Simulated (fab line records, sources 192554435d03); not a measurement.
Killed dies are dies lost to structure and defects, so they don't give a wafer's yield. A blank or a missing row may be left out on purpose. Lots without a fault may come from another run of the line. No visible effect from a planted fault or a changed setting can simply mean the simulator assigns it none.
Split-lot experiment || flow n5_finfet || 39 wafers read from 7 lots, route of 1938 steps

THE SPLIT ITSELF
At N5_BEOL_M8_TRENCH_ETCH_37 (etches SiCOH lowk in C4F6/O2, target depth 93.478 nm, time 31.2 s), the setting time_s was moved away from the recipe's 31.2 s on 15 of the 39 wafers read, by -41.2% to +52.3%. All remaining wafers had this setting at the recipe value.

FROM THE SPLIT TO THE READING: what the file shows between them, 8 steps
- N5_BEOL_M8_ETCH_41: etches SiCN in CH3F/O2, target depth 31.9 nm, time 57.8 s
- N5_BEOL_M8_STRIP_80: strips in N2/H2, time 10 s
- N5_BEOL_M8_OCD_MEAS_38
- N5_BEOL_M8_HM_STRIP_39: strips TiN in peroxide tin strip, target depth 25 nm, time 158 s
- N5_BEOL_M8_SRD_40: time 30 s
- N5_BEOL_M8_ECD_50: material Cu, target thk 300 nm
- N5_BEOL_M8_ANNEAL_51: time 90 s
- N5_BEOL_M8_CMP_52: polishes, stops on SiCOH lowk, t overpolish 6.9 s, target thk 80 nm

THE READING
M8_THK, in nm, at N5_BEOL_M8_THK_MEAS_53 (measures by xrf). Fault-free wafers of this fab line usually give 80.5 nm, standard deviation 1.4 nm.

{"wafer": "L078.1", "tool, chamber at the split": "rie_diel-04, 0", "time_s as run, s": 47.53, "against the recipe": "+52.3%", "M8_THK, nm": 132.8, "against lot-mates on the recipe": "+52.4"}
{"wafer": "L078.2", "tool, chamber at the split": "rie_diel-04, 1", "time_s as run, s": 31.2, "against the recipe": "recipe", "M8_THK, nm": 78.5, "against lot-mates on the recipe": "-"}
{"wafer": "L078.3", "tool, chamber at the split": "rie_diel-04, 2", "time_s as run, s": 31.2, "against the recipe": "recipe", "M8_THK, nm": 81.0, "against lot-mates on the recipe": "-"}
{"wafer": "L078.4", "tool, chamber at the split": "rie_diel-04, 3", "time_s as run, s": 31.2, "against the recipe": "recipe", "M8_THK, nm": 81.6, "against lot-mates on the recipe": "-"}
{"wafer": "L078.5", "tool, chamber at the split": "rie_diel-04, 1", "time_s as run, s": 47.53, "against the recipe": "+52.3%", "M8_THK, nm": 129.9, "against lot-mates on the recipe": "+49.5"}
{"wafer": "L078.6", "tool, chamber at the split": "rie_diel-04, 2", "time_s as run, s": 47.53, "against the recipe": "+52.3%", "M8_THK, nm": 130.1, "against lot-mates on the recipe": "+49.7"}
{"wafer": "L084.1", "tool, chamber at the split": "rie_diel-05, 1", "time_s as run, s": 31.2, "against the recipe": "recipe", "M8_THK, nm": 81.6, "against lot-mates on the recipe": "-"}
{"wafer": "L084.2", "tool, chamber at the split": "rie_diel-05, 0", "time_s as run, s": 31.2, "against the recipe": "recipe", "M8_THK, nm": 82.4, "against lot-mates on the recipe": "-"}
{"wafer": "L084.3", "tool, chamber at the split": "rie_diel-05, 3", "time_s as run, s": 31.2, "against the recipe": "recipe", "M8_THK, nm": 81.1, "against lot-mates on the recipe": "-"}
{"wafer": "L084.4", "tool, chamber at the split": "rie_diel-05, 2", "time_s as run, s": 31.2, "against the recipe": "recipe", "M8_THK, nm": 80.0, "against lot-mates on the recipe": "-"}
{"wafer": "L084.5", "tool, chamber at the split": "rie_diel-05, 2", "time_s as run, s": 31.2, "against the recipe": "recipe", "M8_THK, nm": 79.2, "against lot-mates on the recipe": "-"}
{"wafer": "L084.6", "tool, chamber at the split": "rie_diel-05, 1", "time_s as run, s": 31.2, "against the recipe": "recipe", "M8_THK, nm": 80.9, "against lot-mates on the recipe": "-"}
{"wafer": "L087.1", "tool, chamber at the split": "rie_diel-04, 3", "time_s as run, s": 40.75, "against the recipe": "+30.6%", "M8_THK, nm": 110.5, "against lot-mates on the recipe": "+31.0"}
{"wafer": "L087.2", "tool, chamber at the split": "rie_diel-04, 1", "time_s as run, s": 31.2, "against the recipe": "recipe", "M8_THK, nm": 80.6, "against lot-mates on the recipe": "-"}
{"wafer": "L087.3", "tool, chamber at the split": "rie_diel-04, 2", "time_s as run, s": 40.75, "against the recipe": "+30.6%", "M8_THK, nm": 109.1, "against lot-mates on the recipe": "+29.6"}
{"wafer": "L087.4", "tool, chamber at the split": "rie_diel-04, 0", "time_s as run, s": 31.2, "against the recipe": "recipe", "M8_THK, nm": 79.5, "against lot-mates on the recipe": "-"}
{"wafer": "L087.5", "tool, chamber at the split": "rie_diel-04, 1", "time_s as run, s": 40.75, "against the recipe": "+30.6%", "M8_THK, nm": 107.2, "against lot-mates on the recipe": "+27.7"}
{"wafer": "L087.6", "tool, chamber at the split": "rie_diel-04, 2", "time_s as run, s": 31.2, "against the recipe": "recipe", "M8_THK, nm": 78.4, "against lot-mates on the recipe": "-"}
{"wafer": "L088.1", "tool, chamber at the split": "rie_diel-05, 1", "time_s as run, s": 21.89, "against the recipe": "-29.8%", "M8_THK, nm": 53.7, "against lot-mates on the recipe": -27.3}
{"wafer": "L088.2", "tool, chamber at the split": "rie_diel-05, 3", "time_s as run, s": 31.2, "against the recipe": "recipe", "M8_THK, nm": 81.3, "against lot-mates on the recipe": "-"}
{"wafer": "L088.3", "tool, chamber at the split": "rie_diel-05, 2", "time_s as run, s": 31.2, "against the recipe": "recipe", "M8_THK, nm": 80.8, "against lot-mates on the recipe": "-"}
{"wafer": "L088.4", "tool, chamber at the split": "rie_diel-05, 0", "time_s as run, s": 21.89, "against the recipe": "-29.8%", "M8_THK, nm": 52.1, "against lot-mates on the recipe": -28.9}
{"wafer": "L088.5", "tool, chamber at the split": "rie_diel-05, 2", "time_s as run, s": 31.2, "against the recipe": "recipe", "M8_THK, nm": 80.8, "against lot-mates on the recipe": "-"}
{"wafer": "L088.6", "tool, chamber at the split": "rie_diel-05, 1", "time_s as run, s": 21.89, "against the recipe": "-29.8%", "M8_THK, nm": 52.7, "against lot-mates on the recipe": -28.3}
{"wafer": "L092.2", "tool, chamber at the split": "rie_diel-05, 2", "time_s as run, s": 31.2, "against the recipe": "recipe", "M8_THK, nm": 81.1, "against lot-mates on the recipe": "-"}
{"wafer": "L092.3", "tool, chamber at the split": "rie_diel-05, 2", "time_s as run, s": 31.2, "against the recipe": "recipe", "M8_THK, nm": 81.3, "against lot-mates on the recipe": "-"}
{"wafer": "L092.6", "tool, chamber at the split": "rie_diel-05, 2", "time_s as run, s": 31.2, "against the recipe": "recipe", "M8_THK, nm": 80.6, "against lot-mates on the recipe": "-"}
{"wafer": "L094.1", "tool, chamber at the split": "rie_diel-03, 0", "time_s as run, s": 31.2, "against the recipe": "recipe", "M8_THK, nm": 81.5, "against lot-mates on the recipe": "-"}
{"wafer": "L094.2", "tool, chamber at the split": "rie_diel-03, 1", "time_s as run, s": 19.2, "against the recipe": "-38.5%", "M8_THK, nm": 45.1, "against lot-mates on the recipe": -37.1}
{"wafer": "L094.3", "tool, chamber at the split": "rie_diel-03, 3", "time_s as run, s": 19.2, "against the recipe": "-38.5%", "M8_THK, nm": 46.6, "against lot-mates on the recipe": -35.6}
{"wafer": "L094.4", "tool, chamber at the split": "rie_diel-03, 2", "time_s as run, s": 31.2, "against the recipe": "recipe", "M8_THK, nm": 83.8, "against lot-mates on the recipe": "-"}
{"wafer": "L094.5", "tool, chamber at the split": "rie_diel-03, 0", "time_s as run, s": 31.2, "against the recipe": "recipe", "M8_THK, nm": 81.2, "against lot-mates on the recipe": "-"}
{"wafer": "L094.6", "tool, chamber at the split": "rie_diel-03, 1", "time_s as run, s": 19.2, "against the recipe": "-38.5%", "M8_THK, nm": 44.7, "against lot-mates on the recipe": -37.5}
{"wafer": "L097.1", "tool, chamber at the split": "rie_diel-03, 2", "time_s as run, s": 18.34, "against the recipe": "-41.2%", "M8_THK, nm": 42.8, "against lot-mates on the recipe": -38.8}
{"wafer": "L097.2", "tool, chamber at the split": "rie_diel-03, 1", "time_s as run, s": 18.34, "against the recipe": "-41.2%", "M8_THK, nm": 41.9, "against lot-mates on the recipe": -39.7}
{"wafer": "L097.3", "tool, chamber at the split": "rie_diel-03, 3", "time_s as run, s": 31.2, "against the recipe": "recipe", "M8_THK, nm": 81.8, "against lot-mates on the recipe": "-"}
{"wafer": "L097.4", "tool, chamber at the split": "rie_diel-03, 0", "time_s as run, s": 31.2, "against the recipe": "recipe", "M8_THK, nm": 80.8, "against lot-mates on the recipe": "-"}
{"wafer": "L097.5", "tool, chamber at the split": "rie_diel-03, 0", "time_s as run, s": 18.34, "against the recipe": "-41.2%", "M8_THK, nm": 41.3, "against lot-mates on the recipe": -40.3}
{"wafer": "L097.6", "tool, chamber at the split": "rie_diel-03, 1", "time_s as run, s": 31.2, "against the recipe": "recipe", "M8_THK, nm": 82.1, "against lot-mates on the recipe": "-"}

FIT RESULTS
A straight line over all 39 wafers: M8_THK changes by +0.94 nm for each +1% of time_s; r = +1.00; the points scatter about the line by 1.2 nm.
The same after taking each lot's own level away (the mean of its wafers on the recipe; 39 wafers): +0.96 nm for each +1%; r = +1.00; scatter 0.98 nm.
On that fit, the largest move of time_s shifts the reading by 50 nm.
The span of the lots' own levels, 79.50 to 82.17 nm, comes to 1.9 times the standard deviation stated above.
Hence the lot-to-lot level has little effect on the slope; both slopes agree.
Check: with one of the wafers moved furthest among these (+52.3%) left out of the fit, the line predicts +49.9 nm for it against its lot-mates. Against them it came out at +52.4 nm.

THE WHOLE CHAIN: every reading that the file lists as answering this split, in the file's order
{"step": "N5_BEOL_M8_TRENCH_ETCH_37", "what it does": "etches SiCOH lowk in C4F6/O2, target depth 93.478 nm, time 31.2 s", "reading": "etch.depth_nm (the simulator's own value, which no gauge read)", "change (the file's fit)": "+0.945 nm for each +1% of the setting", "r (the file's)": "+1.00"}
{"step": "N5_BEOL_M8_TRENCH_ETCH_37", "what it does": "etches SiCOH lowk in C4F6/O2, target depth 93.478 nm, time 31.2 s", "reading": "BEOL_M8.feature_depth_nm (the simulator's own value, which no gauge read)", "change (the file's fit)": "+0.944 nm for each +1% of the setting", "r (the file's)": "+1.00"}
{"step": "N5_BEOL_M8_TRENCH_ETCH_37", "what it does": "etches SiCOH lowk in C4F6/O2, target depth 93.478 nm, time 31.2 s", "reading": "TiN_of_BEOL_M8_HM_DEP_02.thk_nm (the simulator's own value, which no gauge read)", "change (the file's fit)": "-0.0295 nm for each +1% of the setting", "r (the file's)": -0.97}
{"step": "N5_BEOL_M8_OCD_MEAS_38", "what it does": "", "reading": "trench_depth_nm", "change (the file's fit)": "+0.949 nm for each +1% of the setting", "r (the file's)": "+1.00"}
{"step": "N5_BEOL_M8_CMP_52", "what it does": "polishes, stops on SiCOH lowk, t overpolish 6.9 s, target thk 80 nm", "reading": "Cu_of_BEOL_M8_ECD_50.thk_nm (the simulator's own value, which no gauge read)", "change (the file's fit)": "+0.955 nm for each +1% of the setting", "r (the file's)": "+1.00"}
{"step": "N5_BEOL_M8_THK_MEAS_53", "what it does": "measures by xrf", "reading": "M8_THK", "change (the file's fit)": "+0.959 for each +1% of the setting", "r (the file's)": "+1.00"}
{"step": "N5_BEOL_M8_RS_MEAS_57", "what it does": "measures by four-point-probe", "reading": "M8_RS", "change (the file's fit)": "not straight: 0.630 at the lowest setting, 0.283 at the recipe, 0.163 at the highest", "r (the file's)": "not given"}

FILE'S OWN FIT
M8_THK changes by +0.959 nm for each +1% of time_s, r = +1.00.
